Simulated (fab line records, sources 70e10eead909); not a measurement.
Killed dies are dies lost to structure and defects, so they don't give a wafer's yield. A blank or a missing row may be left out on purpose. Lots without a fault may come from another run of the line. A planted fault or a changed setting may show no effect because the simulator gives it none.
fab line records | flow nand_harc | part 1 of 2: steps 1 to 41 of 42
record lots=6 wafers=18 last_day=33
route steps=1302 shown A_BLC@1118 A_M0@1137 END@1302
lots that met no fault: from a run of the same line without faults
start_h: hours from the record's first day to the start of the lot's first wafer shown | wait_h: hours since the lot's step before | " the same as in the row above | L1.1+2: a row that stands for several wafers | - no value, or no start given | * or withheld: withheld | < > ~ a bound
route shown NAME@n: a module of which the file shows steps, and the number in the route of the first | usual: mean/standard deviation of fault-free wafers | same: alike in all rows | chamber/n: place in a boat | sites: the reading at each site | _std_site: their standard deviation | _edge_site: outer sites' mean less inner sites' | radius_mm: how far each site lies from the wafer's centre | mask NAME#n: copy n | behind: the tool/chamber that last shaped the wafer | hold: why the lot was held/for how many hours/how that ended | device: the transistor (n, p or np) that didn't switch | end of line: the same wafers' tests at the end of the route | a step without rows: its recipe alone | killed: dies lost to structure and defects at the first sort, not the wafer's yield | map: a wafer's dies, x killed, . not, _ none there
set.NAME: the setting as run; set.NAME@STEP: as run at that earlier step | model.NAME: the simulator's own value behind a step, which no gauge read
lots at some steps of the route; a table a step, a row a wafer
services: from which hour (start_h, from the record's first day; less than 0 if before it) a tool's chamber was out of use, for how many hours, and why
## steps
# step NHARC_A_BLC_OVL_MEAS_11
# usual overlay_x_nm=-0.1/0.84 overlay_y_nm=0.2/0.75
# columns lot.wafer tool chamber start_h wait_h overlay_x_nm overlay_y_nm
L368.1 overlay-02 - 529.96 - 1.3 0.8
L368.4 " - " " 1.6 0.3
L368.5 " - " " 1.5 0.3
L379.2 overlay-02 - 650.62 - -0.3 1.1
L379.3 " - " " -0.8 1.6
L379.6 " - " " -0.5 1.1
L378.1 overlay-02 - 656.17 - 0.1 0.1
L378.2 " - " " 0.2 0.0
L378.4 " - " " 0.4 -0.6
L384.3 overlay-01 - 699.96 - 1.2 -1.1
L384.5 " - " " 0.2 -0.6
L384.6 " - " " 1.5 -0.6
L383.1 overlay-01 - 703.80 - -0.3 0.6
L383.3 " - " " 0.0 0.5
L383.4 " - " " -0.1 0.5
L388.1 overlay-02 - 749.25 - -0.5 -0.7
L388.2 " - " " -0.6 -0.9
L388.4 " - " " 0.1 -0.2
# step NHARC_A_BLC_INSPECT_12
# usual raw_defect_count=86/38
# columns lot.wafer tool chamber start_h wait_h raw_defect_count
L368.1 defect_inspect-01 - 529.99 0.0 21
L368.4 " - " " 23
L368.5 " - " " 29
L379.2 defect_inspect-02 - 650.66 0.0 70
L379.3 " - " " 65
L379.6 " - " " 81
L378.1 defect_inspect-01 - 656.21 0.0 56
L378.2 " - " " 59
L378.4 " - " " 55
L384.3 defect_inspect-02 - 700.00 0.0 65
L384.5 " - " " 73
L384.6 " - " " 64
L383.1 defect_inspect-02 - 703.83 0.0 149
L383.3 " - " " 163
L383.4 " - " " 173
L388.1 defect_inspect-01 - 749.29 0.0 139
L388.2 " - " " 130
L388.4 " - " " 135
# step NHARC_A_BLC_DESCUM_15
# recipe time_s=3 o2_flow_sccm=200 ar_flow_sccm=0 bias_power_w=0 chemistry=O2
# step NHARC_A_BLC_ETCH_16
# recipe target_depth_a=390 over_etch_frac=0.3 time_s=65 ion_energy_ev=80 cf4_flow_sccm=150 ar_flow_sccm=0 rf_w=300 bias_w=100 chemistry=CF4
# step NHARC_A_BLC_ETCH_17
# recipe target_depth_a=3900 over_etch_frac=0.25 time_s=609.38 ion_energy_ev=200 n2_flow_sccm=150 h2_flow_sccm=150 ar_flow_sccm=0 rf_w=400 bias_w=150 chemistry=N2/H2
# step NHARC_A_BLC_ETCH_18
# recipe target_depth_a=9100 c4f8_flow_sccm=20 o2_flow_sccm=10 ar_flow_sccm=withheld rf_w=600 bias_w=1500 chemistry=C4F8/O2/Ar
# step NHARC_A_BLC_CD_MEAS_19
# usual cd_nm=99.5/2.4
# columns lot.wafer tool chamber start_h wait_h cd_nm
L368.1 cd_sem-02 - 531.02 - 103.5
L368.4 " - " " 100.2
L368.5 " - " " 100.3
L379.2 cd_sem-01 - 651.69 - 99.4
L379.3 " - " " 101.4
L379.6 " - " " 97.0
L378.1 cd_sem-02 - 657.24 - 96.2
L378.2 " - " " 99.9
L378.4 " - " " 101.6
L384.3 cd_sem-03 - 701.03 - 97.1
L384.5 " - " " 102.0
L384.6 " - " " 96.9
L383.1 cd_sem-01 - 704.98 - 98.5
L383.3 " - " " 101.9
L383.4 " - " " 97.7
L388.1 cd_sem-01 - 750.32 - 99.6
L388.2 " - " " 102.1
L388.4 " - " " 100.1
# step NHARC_A_BLC_STRIP_29
# recipe cf4_flow_sccm=150 ar_flow_sccm=0 bias_w=0 chemistry=CF4
# usual drypump_motor_current_A=5.7/0.44 oes_product_au=1.002/0.01 rf_vpp_V=59.5/0.87 showerhead_plenum_p_Torr=1.78/0.046 throttle_valve_pct=13.283/0.0095
# columns lot.wafer tool chamber start_h wait_h drypump_motor_current_A oes_product_au rf_hours_counter_h rf_vpp_V showerhead_plenum_p_Torr throttle_valve_pct
L368.1 rie_diel-02 1 531.12 0.1 5.5 1.016 11 58.6 1.83 13.283
L368.4 " 2 " " 5.9 0.985 11 60.8 1.79 13.275
L368.5 " 0 " " 5.8 1.002 - 59.0 1.72 13.298
L379.2 rie_diel-03 3 651.77 0.1 5.7 0.999 1 59.8 1.76 13.286
L379.3 " 0 " " 5.3 1.015 1 58.3 1.77 13.285
L379.6 " 3 " " 5.7 1.002 - 59.3 1.76 13.276
L378.2 rie_diel-03 1 657.32 0.1 5.9 1.010 1 59.8 1.84 13.297
L378.4 " 3 " " 5.7 1.008 1 58.6 1.76 13.290
L378.1 " 0 " " 5.3 1.021 1 62.1 1.77 13.287
L384.3 rie_diel-03 2 701.12 0.1 6.3 0.998 3 59.9 1.82 13.266
L384.5 " 0 " " 5.3 1.012 - 57.8 1.77 13.280
L384.6 " 2 " " 6.3 0.993 - 61.3 1.82 13.291
L383.4 rie_diel-02 0 705.06 0.1 5.8 1.003 10 59.5 1.72 13.285
L383.1 " 1 " " 5.5 1.010 11 60.2 1.82 13.282
L383.3 " 3 " " 5.0 1.004 10 59.9 1.74 13.279
L388.4 rie_diel-03 1 750.40 0.1 5.9 0.999 6 60.2 1.84 13.293
L388.2 " 2 " " 6.3 0.994 6 58.8 1.82 13.270
L388.1 " 0 " " 5.3 1.017 7 60.2 1.77 13.271
# step NHARC_A_BLC_STRIP_21
# recipe o2_flow_sccm=500 ar_flow_sccm=0 bias_w=0 chemistry=O2
# usual drypump_motor_current_A=5.6/0.43 oes_product_au=1.002/0.01 rf_vpp_V=57.8/0.86 showerhead_plenum_p_Torr=3.56/0.091 throttle_valve_pct=17.036/0.009
# columns lot.wafer tool chamber start_h wait_h drypump_motor_current_A oes_product_au rf_hours_counter_h rf_vpp_V showerhead_plenum_p_Torr throttle_valve_pct
L368.4 rie_diel-02 3 531.20 0.1 5.0 1.007 13 57.7 3.49 17.036
L368.1 " 0 " " 5.8 0.999 12 56.0 3.43 17.031
L368.5 " 3 " " 5.0 1.008 - 56.2 3.49 17.036
L379.2 rie_diel-03 0 651.88 0.1 5.3 1.022 1 59.6 3.53 17.027
L379.3 " 1 " " 5.9 1.001 0 59.0 3.67 17.055
L379.6 " 3 " " 5.7 1.000 - 58.3 3.51 17.022
L378.1 rie_diel-03 0 657.42 0.1 5.3 1.018 1 58.1 3.53 17.041
L378.4 " 2 " " 6.3 0.991 1 58.7 3.64 17.051
L378.2 " 3 " " 5.7 1.000 1 59.1 3.51 17.039
L384.3 rie_diel-03 0 701.22 0.1 5.3 1.018 4 58.3 3.52 17.044
L384.5 " 2 " " 6.4 0.997 - 57.8 3.64 17.046
L384.6 " 3 " " 5.7 0.999 - 58.2 3.51 17.031
L383.3 rie_diel-02 2 705.17 0.1 5.9 0.984 11 57.2 3.57 17.036
L383.4 " 3 " " 5.0 1.004 10 57.0 3.48 17.036
L383.1 " 0 " " 5.8 1.011 10 57.9 3.42 17.033
L388.1 rie_diel-03 2 750.51 0.1 6.3 0.990 6 58.7 3.64 17.042
L388.4 " 3 " " 5.7 0.975 6 57.8 3.51 17.040
L388.2 " 0 " " 5.3 1.014 7 58.4 3.52 17.031
# step NHARC_A_BLC_STRIP_22
# recipe time_s=600 temp_c=30 chemistry=post_etch_residue_remover
# step NHARC_A_BLC_DEGAS_30
# recipe temp_c=300 time_s=60
# usual heater_power_w=450/37 susceptor_temp_C=299.99/0.18
# columns lot.wafer tool chamber start_h wait_h heater_power_w susceptor_temp_C
L368.4 pvd_sputter-01 - 531.62 - 441 300.10
L368.1 " - " " 428 299.94
L368.5 " - " " 447 300.06
L379.3 pvd_sputter-02 - 652.29 - 431 300.28
L379.2 " - " " 520 300.45
L379.6 " - " " 425 299.96
L378.1 pvd_sputter-02 - 657.88 - 465 299.98
L378.4 " - " " 410 300.32
L378.2 " - " " 522 299.99
L384.3 pvd_sputter-02 - 701.66 - 402 -
L384.5 " - " " 402 -
L384.6 " - " " 517 -
L383.1 pvd_sputter-02 - 705.58 - 408 300.06
L383.3 " - " " 517 299.99
L383.4 " - " " 472 299.95
L388.4 pvd_sputter-01 - 750.92 - 439 300.51
L388.2 " - " " 477 300.15
L388.1 " - " " 442 300.11
# step NHARC_A_BLC_PRE_CLEAN_31
# recipe time_s=15 bias_v=250 gas=Ar
# step NHARC_A_BLC_PVD_32
# recipe target_thk_a=50 chamber_pressure_pa=5 power_w=5000 substrate_temp_c=200 time_s=17.7 material=Ti
# usual throttle_valve_pct=29.9/0.72
# columns lot.wafer tool chamber start_h wait_h throttle_valve_pct
L368.4 pvd_sputter-01 - 531.75 - 29.0
L368.1 " - " " 30.0
L368.5 " - " " 29.9
L379.2 pvd_sputter-02 - 652.43 - 28.4
L379.3 " - " " 31.0
L379.6 " - " " 30.6
L378.1 pvd_sputter-02 - 658.15 - 30.6
L378.4 " - " " 28.7
L378.2 " - " " 31.1
L384.3 pvd_sputter-02 - 701.78 - 30.9
L384.6 " - " " 30.9
L384.5 " - " " 29.5
L383.1 pvd_sputter-02 - 705.71 - 28.5
L383.3 " - " " 29.3
L383.4 " - " " 30.6
L388.4 pvd_sputter-01 - 751.04 - 30.2
L388.1 " - " " 30.6
L388.2 " - " " 29.3
# step NHARC_A_BLC_ALD_23
# recipe target_thk_a=30 pulse_time_s=1 ald_cycles=150 temp_c=450 material=TiN
# usual heater_power_outer_w=684/60 heater_power_w=1074/71 precursor_pulse_height_rel=0.999/0.02 susceptor_temp_C=449.99/0.23
# columns lot.wafer tool chamber start_h wait_h heater_power_outer_w heater_power_w precursor_pulse_height_rel susceptor_temp_C
L368.4 ald_metal-02 0 531.88 - 648 997 0.995 449.86
L368.1 " 2 " " 696 994 1.011 450.15
L368.5 " 0 " " 638 1004 0.993 449.63
L379.3 ald_metal-03 0 652.53 - 735 1088 1.004 449.82
L379.2 " 3 " " 758 1115 1.004 449.83
L379.6 " 0 " " 715 1068 1.000 449.64
L378.2 ald_metal-02 2 658.27 - 660 1000 0.982 449.77
L378.4 " 3 " " 658 1061 0.957 450.47
L378.1 " 0 " " 639 1002 0.987 449.32
L384.3 ald_metal-04 1 701.92 - 747 1159 0.988 450.13
L384.5 " 0 " " 689 1157 0.966 449.97
L384.6 " 1 " " 765 1135 1.007 450.05
L383.1 ald_metal-03 1 705.83 - 622 998 0.968 450.14
L383.4 " 3 " " 754 1139 1.022 449.79
L383.3 " 0 " " 762 1097 1.028 449.86
L388.1 ald_metal-04 0 751.16 - 699 1172 0.985 449.90
L388.4 " 1 " " 745 1202 0.984 449.98
L388.2 " 3 " " 720 1171 0.997 450.13
# step NHARC_A_BLC_CVD_24
# recipe target_thk_a=1500 temp_c=300 pressure_torr=40 wf6_flow_sccm=40 h2_flow_sccm=1600 ar_flow_sccm=1560 time_s=434 material=W
# step NHARC_A_BLC_CMP_25
# recipe t_overpolish_s=30 target_thk_nm=150
# step NHARC_A_BLC_SRD_27
# step NHARC_A_BLC_INSPECT_28
# usual raw_defect_count=559/140
# columns lot.wafer tool chamber start_h wait_h raw_defect_count
L368.1 defect_inspect-01 - 533.01 0.1 594
L368.4 " - " " 464
L368.5 " - " " 312
L379.2 defect_inspect-01 - 653.68 0.1 478
L379.3 " - " " 651
L379.6 " - " " 582
L378.1 defect_inspect-02 - 659.41 0.1 411
L378.2 " - " " 550
L378.4 " - " " 600
L384.3 defect_inspect-01 - 703.03 0.1 738
L384.5 " - " " 606
L384.6 " - " " 636
L383.1 defect_inspect-02 - 706.96 0.1 689
L383.3 " - " " 568
L383.4 " - " " 696
L388.1 defect_inspect-01 - 752.33 0.1 491
L388.2 " - " " 510
L388.4 " - " " 597
# step NHARC_A_M0_DEP_00
# recipe target_thk_a=1500 target_thk_nm=150 temp_c=withheld pressure_torr=5 flow_sccm=200 rf_w=600 material=SiOC
# step NHARC_A_M0_DEHYDRATE_01
# recipe temp_c=150 time_s=120
# step NHARC_A_M0_HMDS_02
# recipe time_s=30
# step NHARC_A_M0_COAT_33
# recipe temp_c=200 time_s=65
# step NHARC_A_M0_COAT_03
# recipe spin_rpm=1500 resist_thk_nm=90
# step NHARC_A_M0_SOFTBAKE_04
# recipe temp_c=105 time_s=55
# step NHARC_A_M0_EBR_05
# step NHARC_A_M0_EXPOSE_06
# recipe na=1.35 target_cd_nm=80 dose_mj=83.25 mask_id=A_M0
# step NHARC_A_M0_PEB_07
# recipe peb_temp_c=100 peb_time_s=65
# step NHARC_A_M0_DEVELOP_08
# recipe develop_time_s=35 dev_temp_c=23
# step NHARC_A_M0_CD_MEAS_09
# recipe target_cd_nm=80 landing_energy_ev=500
# usual cd_nm=79.7/0.68
# columns lot.wafer tool chamber start_h wait_h cd_nm
L368.1 cd_sem-01 0 533.78 - 80.1
L368.4 " 0 " " 79.5
L368.5 " 0 " " 80.7
L379.2 cd_sem-03 0 654.45 - 79.1
L379.3 " 0 " " 79.3
L379.6 " 0 " " 79.2
L378.1 cd_sem-02 0 660.31 - 79.7
L378.2 " 0 " " 79.4
L378.4 " 0 " " 78.7
L384.3 cd_sem-01 0 703.94 - 78.8
L384.6 " 0 " " 79.5
L383.1 cd_sem-02 0 707.74 - 79.6
L383.4 " 0 " " 79.8
L388.1 cd_sem-02 0 753.23 - 79.6
L388.2 " 0 " " 80.3
L388.4 " 0 " " 80.6
# step NHARC_A_M0_OVL_MEAS_10
# recipe pitch_nm=160
# usual overlay_x_nm=0.1/0.87 overlay_y_nm=0.2/0.93
# columns lot.wafer tool chamber start_h wait_h overlay_x_nm overlay_y_nm
L368.1 overlay-02 - 533.87 - -0.4 -1.3
L368.4 " - " " -0.3 -1.0
L368.5 " - " " 0.0 -1.6
L379.2 overlay-02 - 654.54 - 2.9 1.5
L379.3 " - " " 2.3 1.4
L379.6 " - " " 2.4 1.4
L378.1 overlay-02 - 660.40 - -0.2 1.5
L378.2 " - " " 0.0 1.5
L378.4 " - " " 0.3 1.7
L384.3 overlay-02 - 704.03 - -0.1 -0.6
L384.6 " - " " -0.8 -0.9
L383.1 overlay-01 - 707.83 - -0.9 -0.5
L383.4 " - " " -1.4 -1.0
L388.1 overlay-02 - 753.32 - 0.9 -0.1
L388.2 " - " " 0.6 0.1
L388.4 " - " " 1.0 -0.2
# step NHARC_A_M0_INSPECT_11
# usual raw_defect_count=86/38
# columns lot.wafer tool chamber start_h wait_h raw_defect_count
L368.1 defect_inspect-02 - 533.90 0.0 23
L368.4 " - " " 21
L368.5 " - " " 26
L379.2 defect_inspect-01 - 654.58 0.0 71
L379.3 " - " " 63
L379.6 " - " " 80
L378.1 defect_inspect-01 - 660.44 0.0 56
L378.2 " - " " 58
L378.4 " - " " 52
L384.3 defect_inspect-01 - 704.06 0.0 66
L384.6 " - " " 69
L383.1 defect_inspect-01 - 707.86 0.0 152
L383.4 " - " " 172
L388.1 defect_inspect-01 - 753.35 0.0 141
L388.2 " - " " 126
L388.4 " - " " 133
# step NHARC_A_M0_DESCUM_14
# recipe time_s=3 o2_flow_sccm=200 ar_flow_sccm=0 bias_power_w=0 chemistry=O2
# step NHARC_A_M0_ETCH_34
# recipe target_depth_a=400 overetch_a=120 time_s=43.94 ion_energy_ev=200 n2_flow_sccm=150 h2_flow_sccm=150 ar_flow_sccm=0 rf_w=400 bias_w=150 chemistry=N2/H2
# usual drypump_motor_current_A=5.9/0.43 oes_product_au=0.994/0.011 rf_fwd_power_W=395.3/1.6 rf_vpp_V=429.5/2.5 showerhead_plenum_p_Torr=2.00/0.081 throttle_valve_pct=14.171/0.0094
# columns lot.wafer tool chamber start_h wait_h drypump_motor_current_A oes_product_au rf_fwd_power_W rf_hours_counter_h rf_vpp_V showerhead_plenum_p_Torr throttle_valve_pct
L368.1 rie_diel-11 0 534.05 0.1 5.2 0.997 392.6 4.8 428.0 1.97 14.182
L368.4 " 2 " " 6.0 0.985 396.7 3.4 431.8 2.08 14.175
L368.5 " 0 " " 5.2 1.003 392.7 - 427.4 1.97 14.164
L379.3 rie_diel-13 0 654.72 0.1 6.2 0.991 394.0 7.5 427.4 1.93 14.165
L379.2 " 3 " " 5.9 0.992 396.1 5.9 427.2 1.92 14.157
L379.6 " 0 " " 6.2 0.994 393.4 - 426.0 1.94 14.177
L378.4 rie_diel-07 1 660.59 0.1 5.9 0.986 396.5 0.0 427.0 1.94 14.168
L378.2 " 3 " " 6.0 0.998 396.0 0.0 431.8 2.10 14.171
L378.1 " 0 " " 6.8 0.988 394.0 0.0 430.8 2.03 14.181
L384.3 rie_diel-07 3 704.21 0.1 6.0 0.990 395.2 3.9 431.6 2.09 14.185
L384.6 " 2 " " 6.0 0.985 394.5 - 426.3 1.88 14.168
L383.4 rie_diel-07 2 708.01 0.1 6.0 0.993 395.5 4.0 426.0 1.88 14.163
L383.1 " 1 " " 5.9 0.990 398.4 3.9 425.7 1.94 14.168
L388.1 rie_diel-13 3 753.51 0.1 5.9 0.985 396.1 2.0 426.4 1.91 14.165
L388.2 " 0 " " 6.1 1.001 395.3 2.0 427.8 1.93 14.190
L388.4 " 1 " " 5.7 0.997 397.4 0.8 432.8 2.14 14.184
# step NHARC_A_M0_ETCH_15
# recipe target_depth_a=1500 overetch_a=150 time_s=82.5 c4f8_flow_sccm=withheld ar_flow_sccm=400 rf_w=600 bias_w=300 chemistry=C4F8/Ar
# step NHARC_A_M0_CD_MEAS_16
# usual cd_nm=79.6/0.85
# columns lot.wafer tool chamber start_h wait_h cd_nm
L368.1 cd_sem-02 - 534.26 - 80.3
L368.4 " - " " 78.3
L368.5 " - " " 81.2
L379.2 cd_sem-03 - 654.94 - 80.5
L379.3 " - " " 79.2
L379.6 " - " " 79.9
L378.1 cd_sem-02 - 660.80 - 79.5
L378.2 " - " " 79.7
L378.4 " - " " 79.2
L384.3 cd_sem-02 - 704.43 - 78.3
L384.6 " - " " 78.9
L383.1 cd_sem-01 - 708.22 - 80.4
L383.4 " - " " 79.6
L388.1 cd_sem-02 - 754.16 - 79.9
L388.2 " - " " 80.9
L388.4 " - " " 80.4
# step NHARC_A_M0_STRIP_18
# recipe power_w=1000 n2_flow_sccm=150 h2_flow_sccm=150 ar_flow_sccm=0 bias_w=0 chemistry=N2/H2
# step NHARC_A_M0_STRIP_19
# recipe time_s=600 temp_c=30 chemistry=post_etch_residue_remover
# step NHARC_A_M0_DEGAS_28
# recipe temp_c=250 time_s=60
# step NHARC_A_M0_PRE_CLEAN_29
# recipe time_s=30 temp_c=280 gas=H2/He
# step NHARC_A_M0_PVD_20
# recipe target_thk_a=50 bias_v=168.6 power_w=15000 chamber_pressure_pa=0.12 time_s=8.06 substrate_temp_c=50 material=TaN
# step NHARC_A_M0_PVD_21
# recipe target_thk_a=300 chamber_pressure_pa=5 power_w=5000 substrate_temp_c=30 time_s=20.49 material=Cu
